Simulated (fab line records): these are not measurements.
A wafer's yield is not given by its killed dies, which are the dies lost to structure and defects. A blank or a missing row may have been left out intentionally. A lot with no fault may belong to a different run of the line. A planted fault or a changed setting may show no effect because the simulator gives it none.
Split-lot study :: flow n5_finfet :: route with 1938 steps; 7 lots, 21 wafers read

== ON THE SPLIT ==
At N5_BEOL_M14_DEP_53 (deposits SiCN from 3MS/NH3, target thk 50 nm, time 17.8 s), the setting time_s was moved away from the recipe's 17.8 s on 6 of the 21 wafers read, by +8.2% to +12.2%. All remaining wafers had this setting at the recipe value.

The split's own step is where the reading is taken.

== THE READING ==
SiCN_of_BEOL_M14_DEP_53.thk_nm (the simulator's own value, which no gauge read), in nm, at N5_BEOL_M14_DEP_53 (deposits SiCN from 3MS/NH3, target thk 50 nm, time 17.8 s). There is no usual value for it anywhere in the file. The 15 wafers here that ran the recipe average 50.1 nm, standard deviation 0.5 nm.

wafer: L075.1
tool, chamber at the split: pecvd-01, 2
time_s as run, s: 17.8
against the recipe: recipe
SiCN_of_BEOL_M14_DEP_53.thk_nm, nm: 49.2
against lot-mates on the recipe: -

wafer: L075.4
tool, chamber at the split: pecvd-01, 1
time_s as run, s: 17.8
against the recipe: recipe
SiCN_of_BEOL_M14_DEP_53.thk_nm, nm: 50.4
against lot-mates on the recipe: -

wafer: L075.5
tool, chamber at the split: pecvd-01, 2
time_s as run, s: 17.8
against the recipe: recipe
SiCN_of_BEOL_M14_DEP_53.thk_nm, nm: 50
against lot-mates on the recipe: -

wafer: L080.3
tool, chamber at the split: pecvd-01, 0
time_s as run, s: 17.8
against the recipe: recipe
SiCN_of_BEOL_M14_DEP_53.thk_nm, nm: 49
against lot-mates on the recipe: -

wafer: L080.4
tool, chamber at the split: pecvd-01, 2
time_s as run, s: 19.26
against the recipe: +8.2%
SiCN_of_BEOL_M14_DEP_53.thk_nm, nm: 54.4
against lot-mates on the recipe: +5.4

wafer: L080.6
tool, chamber at the split: pecvd-01, 0
time_s as run, s: 19.26
against the recipe: +8.2%
SiCN_of_BEOL_M14_DEP_53.thk_nm, nm: 54.8
against lot-mates on the recipe: +5.8

wafer: L085.4
tool, chamber at the split: pecvd-03, 2
time_s as run, s: 17.8
against the recipe: recipe
SiCN_of_BEOL_M14_DEP_53.thk_nm, nm: 50.4
against lot-mates on the recipe: -

wafer: L085.5
tool, chamber at the split: pecvd-03, 2
time_s as run, s: 17.8
against the recipe: recipe
SiCN_of_BEOL_M14_DEP_53.thk_nm, nm: 50
against lot-mates on the recipe: -

wafer: L085.6
tool, chamber at the split: pecvd-03, 0
time_s as run, s: 19.86
against the recipe: +11.6%
SiCN_of_BEOL_M14_DEP_53.thk_nm, nm: 57
against lot-mates on the recipe: +6.8

wafer: L083.3
tool, chamber at the split: pecvd-03, 0
time_s as run, s: 19.59
against the recipe: +10.1%
SiCN_of_BEOL_M14_DEP_53.thk_nm, nm: 55
against lot-mates on the recipe: +4.4

wafer: L083.5
tool, chamber at the split: pecvd-03, 2
time_s as run, s: 17.8
against the recipe: recipe
SiCN_of_BEOL_M14_DEP_53.thk_nm, nm: 50.4
against lot-mates on the recipe: -

wafer: L083.6
tool, chamber at the split: pecvd-03, 0
time_s as run, s: 17.8
against the recipe: recipe
SiCN_of_BEOL_M14_DEP_53.thk_nm, nm: 50.8
against lot-mates on the recipe: -

wafer: L084.1
tool, chamber at the split: pecvd-01, 0
time_s as run, s: 17.8
against the recipe: recipe
SiCN_of_BEOL_M14_DEP_53.thk_nm, nm: 50.4
against lot-mates on the recipe: -

wafer: L084.2
tool, chamber at the split: pecvd-01, 1
time_s as run, s: 17.8
against the recipe: recipe
SiCN_of_BEOL_M14_DEP_53.thk_nm, nm: 50.2
against lot-mates on the recipe: -

wafer: L084.5
tool, chamber at the split: pecvd-01, 1
time_s as run, s: 17.8
against the recipe: recipe
SiCN_of_BEOL_M14_DEP_53.thk_nm, nm: 51
against lot-mates on the recipe: -

wafer: L090.2
tool, chamber at the split: pecvd-03, 2
time_s as run, s: 19.98
against the recipe: +12.2%
SiCN_of_BEOL_M14_DEP_53.thk_nm, nm: 55.4
against lot-mates on the recipe: +5.4

wafer: L090.3
tool, chamber at the split: pecvd-03, 1
time_s as run, s: 19.98
against the recipe: +12.2%
SiCN_of_BEOL_M14_DEP_53.thk_nm, nm: 55.8
against lot-mates on the recipe: +5.8

wafer: L090.6
tool, chamber at the split: pecvd-03, 1
time_s as run, s: 17.8
against the recipe: recipe
SiCN_of_BEOL_M14_DEP_53.thk_nm, nm: 50
against lot-mates on the recipe: -

wafer: L092.1
tool, chamber at the split: pecvd-01, 0
time_s as run, s: 17.8
against the recipe: recipe
SiCN_of_BEOL_M14_DEP_53.thk_nm, nm: 50
against lot-mates on the recipe: -

wafer: L092.2
tool, chamber at the split: pecvd-01, 1
time_s as run, s: 17.8
against the recipe: recipe
SiCN_of_BEOL_M14_DEP_53.thk_nm, nm: 49.8
against lot-mates on the recipe: -

wafer: L092.4
tool, chamber at the split: pecvd-01, 2
time_s as run, s: 17.8
against the recipe: recipe
SiCN_of_BEOL_M14_DEP_53.thk_nm, nm: 50.2
against lot-mates on the recipe: -

FIT RESULTS
A straight line over all 21 wafers: SiCN_of_BEOL_M14_DEP_53.thk_nm changes by +0.501 nm for each +1% of time_s; r = +0.97; the points scatter about the line by 0.58 nm.
The same after taking each lot's own level away (the mean of its wafers on the recipe; 21 wafers): +0.521 nm for each +1%; r = +0.97; scatter 0.63 nm.
The reading moves by 6.4 nm for the largest change in time_s, on that fit.
Measured against the standard deviation above, the lots' own levels, which go from 49.00 to 50.60 nm, span 3.2 times it.
So the lot-to-lot level changes the slope little: the two slopes agree.
Check: with one of the wafers moved furthest among these (+12.2%) left out of the fit, the line predicts +6.73 nm for it against its lot-mates. Against them it came out at +5.4 nm.

== FURTHER SPLITS ON THESE WAFERS ==
These wafers also went through other splits before the reading. Each is held against what the fit with the lots' levels taken away leaves over:
other split on the same wafers: N5_BEOL_M8_DESCUM_33 time_s
wafers away from the commonest value: 6
r with SiCN_of_BEOL_M14_DEP_53.thk_nm (lot level and that fit taken away): -0.24

other split on the same wafers: N5_BEOL_M9_DESCUM_16 time_s
wafers away from the commonest value: 7
r with SiCN_of_BEOL_M14_DEP_53.thk_nm (lot level and that fit taken away): +0.31

other split on the same wafers: N5_BEOL_M9_COAT_63 spin_rpm
wafers away from the commonest value: 7
r with SiCN_of_BEOL_M14_DEP_53.thk_nm (lot level and that fit taken away): -0.09

other split on the same wafers: N5_BEOL_M10_VIA_ETCH_34 bias_w
wafers away from the commonest value: 6
r with SiCN_of_BEOL_M14_DEP_53.thk_nm (lot level and that fit taken away): +0.02

other split on the same wafers: N5_BEOL_M10_ETCH_41 source_w
wafers away from the commonest value: 8
r with SiCN_of_BEOL_M14_DEP_53.thk_nm (lot level and that fit taken away): +0.01

other split on the same wafers: N5_BEOL_M11_COAT_05 spin_rpm
wafers away from the commonest value: 7
r with SiCN_of_BEOL_M14_DEP_53.thk_nm (lot level and that fit taken away): -0.14

other split on the same wafers: N5_BEOL_M11_ETCH_62 bias_w
wafers away from the commonest value: 8
r with SiCN_of_BEOL_M14_DEP_53.thk_nm (lot level and that fit taken away): +0.32

other split on the same wafers: N5_BEOL_M12_ETCH_59 bias_w
wafers away from the commonest value: 3
r with SiCN_of_BEOL_M14_DEP_53.thk_nm (lot level and that fit taken away): -0.28

other split on the same wafers: N5_BEOL_M13_COAT_65 spin_rpm
wafers away from the commonest value: 6
r with SiCN_of_BEOL_M14_DEP_53.thk_nm (lot level and that fit taken away): +0.10

== THE FILE'S OWN FIT ==
SiCN_of_BEOL_M14_DEP_53.thk_nm changes by +0.525 nm for each +1% of time_s, r = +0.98.
